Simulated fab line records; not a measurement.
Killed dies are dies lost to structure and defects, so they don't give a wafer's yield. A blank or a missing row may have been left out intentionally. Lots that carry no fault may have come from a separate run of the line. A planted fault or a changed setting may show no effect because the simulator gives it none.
fab line records	flow n5-finfet
record: lots: 11	wafers: 32	last-day: 18
route steps=1938 shown BEOL_M15@1811 PASS1_DEP@1831 MIM_TOP_ETCH@1851 PASSIVATION@1936
lots untouched by any fault: they come from a run of this same line in which no faults occurred
start-h: hours from the record's opening day to when the first of the lot's shown wafers began	wait-h: how many hours have passed since the lot's step before this one	" as in the row above	L1.1+2: one row covering several wafers at once	- no value present, or no start provided	* or withheld: withheld	< > ~ a bound
route shown NAME@n: NAME is a module with steps in the file, n the number in the route of the first one	usual: mean/standard deviation of fault-free wafers	same: alike in all rows	chamber/n: place in a boat	sites: readings site by site	_std_site: the values' standard deviation	_edge_site: outer sites' mean less inner sites'	radius-mm: how far each site lies from the wafer's centre	mask NAME#n: copy n	behind: the last tool/chamber to shape the wafer	hold: why the lot went on hold/how many hours it stayed there/how the hold came to an end	device: names the non-switching transistor (n, p or np)	end of line: the route-end tests of the same wafers	a step without rows: its recipe alone	killed: at the first sort, the dies lost to defects and structure; wafer yield is something else	map: a wafer's dies, marking killed ones x, the rest . and places with no die _
set.NAME: the setting that was run; set.NAME@STEP: the one run at that earlier step	model.NAME: the simulator's own value behind a step, which no gauge read
route steps across a sampled set of lots; one table per step, one row per wafer
services: when a tool's chamber went out of use (start-h, in hours from the record's first day, below 0 if earlier), for how many hours, and the reason
== steps ==
step: N5_BEOL_M15_STRIP_36
recipe: chemistry: O2	power-w: 600	temp-c: 60	pressure-mtorr: 30	rf-frequency-hz: 6e+07	bias-power-w: 0	overash-fraction: 0.3	o2-flow-sccm: 225
usual: drypump-motor-current-A: 5.8/0.54	oes-product-au: 0.78/0.076	rf-vpp-V: 3.7/1	showerhead-plenum-p-Torr: 2.11/0.066	throttle-valve-pct: 16.6/0.33
lot.wafer	tool	chamber	start-h	wait-h	drypump-motor-current-A	oes-product-au	rf-hours-counter-h	rf-vpp-V	showerhead-plenum-p-Torr	throttle-valve-pct
L566.1	rie-diel-03	2	253.75	2.5	5.0	0.79	124	4.1	2.11	16.8
L566.3	"	1	"	"	6.0	0.73	191	4.4	1.99	16.9
L566.6	"	2	"	"	5.0	0.79	-	3.9	2.11	16.9
L567.1	rie-diel-02	0	255.50	0.1	5.1	0.69	223	2.2	2.06	17.1
L567.4	"	3	"	"	6.6	0.90	51	2.6	2.22	16.5
L567.5	"	3	"	"	6.6	0.89	-	2.4	2.22	16.5
L568.2	rie-diel-03	0	278.17	1.3	5.9	0.75	190	3.4	2.08	16.7
L568.3	"	1	"	"	6.0	0.72	198	2.7	1.99	16.9
L568.6	"	0	"	"	5.9	0.73	-	3.2	2.09	16.8
L571.1	rie-diel-04	3	287.59	2.3	5.8	0.93	27	4.8	2.15	16.1
L571.3	"	0	"	"	5.6	0.70	215	5.4	2.07	17.1
L571.5	"	0	"	"	5.6	0.70	-	3.3	2.07	17.1
L573.1	rie-diel-03	0	302.09	3.9	5.9	0.72	197	3.2	2.08	16.8
L573.4	"	3	"	"	5.6	0.82	70	4.0	2.22	16.5
L581.2	rie-diel-03	0	340.43	6.6	5.9	0.73	212	3.4	2.08	16.8
L581.4	"	2	"	"	5.0	0.75	152	2.3	2.10	16.9
L581.6	"	2	"	"	5.0	0.75	-	4.6	2.10	17.0
L583.4	rie-diel-02	0	351.68	0.0	5.2	0.97	1	4.6	2.05	16.6
L583.5	"	0	"	"	5.1	0.99	-	4.3	2.05	16.6
L583.6	"	1	"	"	5.4	0.79	-	2.4	2.08	16.3
L587.2	rie-diel-02	2	383.45	3.0	6.6	0.81	90	5.4	2.10	16.2
L587.4	"	1	"	"	5.4	0.77	131	5.6	2.08	16.3
L587.5	"	2	"	"	6.7	0.80	-	2.3	2.10	16.1
L588.1	rie-diel-03	1	400.50	3.9	6.0	0.69	236	4.4	1.98	17.0
L588.4	"	3	"	"	5.6	0.79	100	4.3	2.21	16.5
L588.5	"	3	"	"	5.6	0.80	-	3.3	2.21	16.5
L586.1	rie-diel-02	2	408.27	3.0	6.6	0.81	97	4.1	2.10	16.2
L586.3	"	0	"	"	5.1	0.91	18	3.8	2.05	16.6
L586.6	"	1	"	"	5.4	0.77	-	3.8	2.08	16.3
L589.1	rie-diel-03	2	414.50	2.0	5.0	0.73	173	4.2	2.10	17.0
L589.4	"	3	"	"	5.6	0.79	-	4.6	2.21	16.5
L589.6	"	2	"	"	5.0	0.73	-	1.5	2.10	17.0
step: N5_BEOL_M15_THK_MEAS_50
recipe: thk-meas-gauge: xrf	reads: Cu_of_BEOL_M15_ECD_47
usual: M15_THK: 853/17
lot.wafer	tool	chamber	start-h	wait-h	M15_THK[nm]
L566.1	film-metro-01	-	255.49	-	858
L566.3	"	-	"	"	864
L566.6	"	-	"	"	873
L567.1	film-metro-01	-	257.04	-	871
L567.4	"	-	"	"	843
L567.5	"	-	"	"	860
L568.2	film-metro-01	-	280.33	-	845
L568.3	"	-	"	"	835
L568.6	"	-	"	"	834
L571.1	film-metro-02	-	289.30	-	832
L571.3	"	-	"	"	831
L571.5	"	-	"	"	867
L573.1	film-metro-01	-	305.22	-	829
L573.4	"	-	"	"	856
L581.2	film-metro-01	-	350.11	-	879
L581.4	"	-	"	"	869
L581.6	"	-	"	"	876
L583.4	film-metro-02	-	354.86	-	863
L583.5	"	-	"	"	857
L583.6	"	-	"	"	849
L587.2	film-metro-01	-	386.27	-	851
L587.4	"	-	"	"	847
L587.5	"	-	"	"	850
L588.1	film-metro-02	-	402.66	-	862
L588.4	"	-	"	"	831
L588.5	"	-	"	"	830
L586.1	film-metro-01	-	410.69	-	866
L586.3	"	-	"	"	836
L586.6	"	-	"	"	840
L589.1	film-metro-01	-	416.40	-	851
L589.4	"	-	"	"	849
L589.6	"	-	"	"	842
step: N5_PASSIVATION_PECVD_00
recipe: material: SiO2	target-thk-a: 2000	temp-c: 400	precursor: SiH4/N2O	pressure-torr: 2.7	rf-w: 608	time-s: 11.2
usual: heater-power-w: 739/110	showerhead-plenum-p-Torr: 8.13/0.1	showerhead-vpp-V: 1568/59	throttle-valve-pct: 51.9/1.6
lot.wafer	tool	chamber	start-h	wait-h	heater-power-w	showerhead-plenum-p-Torr	showerhead-vpp-V	since-wet-clean-h	throttle-valve-pct
L566.1	pecvd-01	1	256.64	0.8	547	8.00	1565	1867	51.1
L566.3	"	2	"	"	807	8.23	1571	388	50.1
L566.6	"	2	"	"	802	8.25	1561	-	49.8
L567.1	pecvd-02	2	258.19	0.8	849	8.14	1436	208	48.8
L567.4	"	0	"	"	586	8.21	1647	-	52.0
L567.5	"	2	"	"	846	8.13	1445	-	48.6
L568.2	pecvd-04	2	281.47	0.7	668	7.96	1521	493	53.4
L568.3	"	0	"	"	830	8.15	1593	804	52.8
L568.6	"	2	"	"	713	7.97	1491	-	53.7
L571.1	pecvd-04	0	290.45	0.8	820	8.13	1626	813	53.3
L571.3	"	1	"	"	594	8.07	1633	437	50.3
L571.5	"	1	"	"	606	8.07	1601	-	50.0
L573.1	pecvd-02	1	306.38	0.8	877	8.30	1607	1735	52.3
L573.4	"	1	"	"	893	8.31	1611	-	52.1
L581.2	pecvd-02	0	351.25	0.7	626	8.22	1634	1055	52.4
L581.4	"	0	"	"	643	8.21	1614	-	52.3
L581.6	"	1	"	"	737	8.31	1567	-	51.8
L583.4	pecvd-02	2	356.02	0.4	835	8.15	1451	-	49.4
L583.5	"	1	"	"	841	8.26	1631	-	52.4
L583.6	"	0	"	"	690	8.19	1627	-	52.7
L587.2	pecvd-04	0	387.41	0.7	814	8.14	1614	910	53.5
L587.4	"	2	"	"	831	7.96	1505	-	54.2
L587.5	"	0	"	"	834	8.14	1626	-	53.7
L588.1	pecvd-04	2	403.80	0.8	803	7.96	1526	615	54.7
L588.4	"	0	"	"	867	8.16	1614	-	53.8
L588.5	"	1	"	"	627	8.07	1619	-	51.0
L586.1	pecvd-04	0	411.84	0.8	911	8.16	1612	934	53.8
L586.3	"	1	"	"	633	8.06	1654	559	51.2
L586.6	"	0	"	"	914	8.11	1573	-	54.0
L589.1	pecvd-04	2	417.55	0.8	738	7.96	1517	629	54.7
L589.4	"	2	"	"	773	7.96	1532	-	54.8
L589.6	"	0	"	"	899	8.15	1619	-	53.9
step: N5_MIM_TOP_ETCH_ETCH_00
recipe: chemistry: Cl2/BCl3	target: TiN	target-depth-a: 385	ion-energy-ev: 150	pressure-mtorr: 10	icp-w: 1000	bias-w: 126	Cl2_flow_sccm: 53.25	bcl3-flow-sccm: 21.75	Ar_flow_sccm: 25
usual: drypump-motor-current-A: 5.3/0.33	oes-product-au: 0.81/0.092	throttle-valve-pct: 22.8/0.31
lot.wafer	tool	chamber	start-h	wait-h	drypump-motor-current-A	oes-product-au	rf-hours-counter-h	throttle-valve-pct
L566.1	rie-metal-01	1	262.08	0.1	5.2	0.82	26	22.5
L566.3	"	0	"	"	5.8	0.63	-	22.8
L566.6	"	0	"	"	5.8	0.64	-	22.8
L567.1	rie-metal-03	1	263.21	0.1	4.9	0.90	10	23.1
L567.4	"	1	"	"	4.9	0.91	-	23.1
L567.5	"	1	"	"	4.9	0.90	-	23.1
L568.2	rie-metal-01	0	284.61	0.1	5.8	0.63	115	22.8
L568.3	"	1	"	"	5.1	0.81	-	22.5
L568.6	"	1	"	"	5.1	0.81	-	22.5
L571.1	rie-metal-02	1	293.18	0.1	5.0	0.91	14	23.0
L571.3	"	0	"	"	5.6	0.82	-	22.2
L571.5	"	0	"	"	5.6	0.83	-	22.2
L573.1	rie-metal-01	1	309.81	0.1	5.2	1.09	32	22.5
L573.4	"	1	"	"	5.2	1.11	-	22.5
L581.2	rie-metal-02	0	352.63	0.1	5.6	0.81	33	22.2
L581.4	"	0	"	"	5.6	0.81	-	22.2
L581.6	"	1	"	"	5.0	0.89	-	23.0
L583.4	rie-metal-03	1	357.98	0.1	4.9	0.88	-	23.1
L583.5	"	1	"	"	4.9	0.87	-	23.1
L583.6	"	0	"	"	5.4	0.70	-	23.1
L587.2	rie-metal-02	0	392.54	0.1	5.6	0.79	36	22.2
L587.4	"	1	"	"	5.0	0.87	-	23.0
L587.5	"	0	"	"	5.6	0.80	-	22.2
L588.1	rie-metal-01	1	407.35	0.1	5.2	0.77	41	22.5
L588.4	"	1	"	"	5.2	0.77	-	22.6
L588.5	"	1	"	"	5.2	0.78	-	22.5
L586.1	rie-metal-01	0	416.03	0.1	5.8	0.93	8	22.8
L586.3	"	1	"	"	5.2	0.79	-	22.5
L586.6	"	1	"	"	5.2	0.78	-	22.5
L589.1	rie-metal-03	1	420.20	0.1	4.9	0.85	23	23.1
L589.4	"	1	"	"	4.9	0.85	-	23.1
L589.6	"	0	"	"	5.4	0.69	-	23.1
step: N5_PASSIVATION_PROBE_49
usual: defect-limited-yield: 90.9/1.5	killed_at_M0_to_M3: 35/10	killed_at_M4_up: 14/5.2	killed-at-contacts: 13/7.3	killed-at-front-end: 42/12	killed-at-other: 3.4/2.5	killed-dies: 108/18	killed-open: 70/13	killed-short: 35/8	sort_bin_4_leakage: 0.00/0.007	sort_bin_5_function: 5.4/1	sort_bin_6_memory: 3.4/0.71	sort_bin_8_speed: 0.00/0.0099	sort-n-pass: 1072/18	sort-yield-pct: 90.9/1.5
same: gross-dies: 1180	killed-at-back-side: 0
lot.wafer	tool	chamber	start-h	wait-h	defect-limited-yield[%]	killed_at_M0_to_M3	killed_at_M4_up	killed-at-contacts	killed-at-front-end	killed-at-other	killed-dies	killed-open	killed-short	sort_bin_4_leakage[%]	sort_bin_5_function[%]	sort_bin_6_memory[%]	sort_bin_8_speed[%]	sort-n-pass	sort-yield-pct[%]
L573.4	prober-02	-	321.12	0.2	90.3	46	13	18	37	0	114	75	35	0	5.7	3.5	0	1066	90.3
L581.2	prober-02	-	361.47	0.1	93.1	31	10	8	31	1	81	61	20	0	3.5	3.2	0	1099	93.1
L581.4	prober-02	-	361.57	0.2	88.2	41	14	10	68	6	139	98	40	0	7.0	4.4	0	1041	88.2
L581.6	prober-02	-	361.67	0.3	90.7	30	16	18	43	3	110	77	32	0	4.9	3.7	0	1070	90.7
L583.6	prober-02	-	367.27	0.3	91.5	32	17	8	39	4	100	73	26	0	5.2	3.1	0	1080	91.5
killed by level:class
L573.4 BEOL_M0_SAQP:geometric-particle:short=15 MOL_CONTACT_COAG:geometric-particle:open=14 BEOL_M2:geometric-particle:open=9 BEOL_M0_SAQP:geometric-particle:open=8 DUMMY_GATE:geometric-particle:open=7 BEOL_M3:geometric-particle:open=6 BEOL_M4:geometric-particle:open=5 STARTING-WAFER:geometric-particle:short=5
L581.2 BEOL_M2:geometric-particle:open=15 FIN_SAQP:geometric-particle:short=6 STI_FIN_REVEAL:geometric-particle:open=6 MOL_CONTACT_COAG:geometric-particle:open=6 FIN_SAQP:geometric-particle:open=5 BEOL_M3:geometric-particle:open=5 STARTING-WAFER:geometric-particle:open=4 BEOL_M4:geometric-particle:open=4
L581.4 FIN_SAQP:geometric-particle:open=15 BEOL_M0_SAQP:geometric-particle:open=13 BEOL_M0_SAQP:geometric-particle:short=13 STI_FIN_REVEAL:geometric-particle:open=11 FIN_SAQP:geometric-particle:short=10 DUMMY_GATE:geometric-particle:open=10 MOL_CONTACT_COAG:geometric-particle:open=9 GATE_CUT:geometric-particle:short=6
L581.6 STI_FIN_REVEAL:geometric-particle:open=13 MOL_CONTACT_COAG:geometric-particle:open=13 BEOL_M0_SAQP:geometric-particle:open=10 FIN_SAQP:geometric-particle:open=9 BEOL_M4:geometric-particle:open=8 FIN_SAQP:geometric-particle:short=6 BEOL_M0_SAQP:geometric-particle:short=6 MOL_CONTACT_COAG:geometric-particle:short=5
L583.6 FIN_SAQP:geometric-particle:open=15 BEOL_M2:geometric-particle:open=9 BEOL_M4:geometric-particle:open=7 MOL_CONTACT_COAG:geometric-particle:open=6 BEOL_M0:geometric-particle:open=6 STARTING-WAFER:geometric-particle:open=6 FIN_SAQP:geometric-particle:short=5 BEOL_M0_SAQP:geometric-particle:short=5
== services ==
tool	chamber	start-h	hours	kind
rie-metal-03	0	234.74	7.5	repair
rie-diel-03	0	236.50	2.5	repair
rie-diel-04	1	264.02	3.2	repair
rie-diel-02	1	266.25	1.6	repair
pecvd-01	-	294.03	5.5	pm
rie-metal-01	0	298.45	-	clean
rie-metal-01	0	298.45	34.2	scheduled-down
rie-metal-01	0	298.45	34.2	vent-cycle
rie-diel-04	-	301.12	28.1	pm
rie-diel-02	0	307.62	3.9	repair
rie-diel-02	0	333.52	-	clean
rie-diel-02	0	333.52	-	consumable-replace:focus-ring
rie-diel-02	0	333.52	15.5	scheduled-down
pecvd-01	-	343.79	2.8	pm
rie-metal-01	1	343.94	10.0	repair
rie-diel-03	3	356.86	1.3	repair
rie-metal-02	-	360.43	0.4	repair
pecvd-02	-	367.90	1.0	repair
rie-diel-02	-	385.55	2.8	pm
pecvd-01	2	392.07	15.7	repair
pecvd-01	1	401.79	7.0	repair
rie-metal-02	-	404.08	1.2	repair
rie-diel-03	1	405.82	16.8	repair
rie-metal-01	0	406.80	8.3	repair
== key ==
first-sign: step: N5_MIM_TOP_ETCH_ETCH_00	reading: oes-product-au	direction: up	sigmas: 3.2	usual: 0.81	struck: 1.10
effect none on later readings
met-at N5_MIM_TOP_ETCH_ETCH_00
struck-lots L573
struck-wafers L573.1,L573.4
not-acting-at N5_BEOL_M15_STRIP_36,N5_BEOL_M15_THK_MEAS_50,N5_PASSIVATION_PECVD_00
onset-between 284.61 309.81
fault: kind: process-parameter-drift	tool: rie-metal-01	chamber: -	onset-h: 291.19	steps: N5_MIM_TOP_ETCH_ETCH_00	channel: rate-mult	offset: 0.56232	shape: step	end-h: 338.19	scope: struck-wafers-only
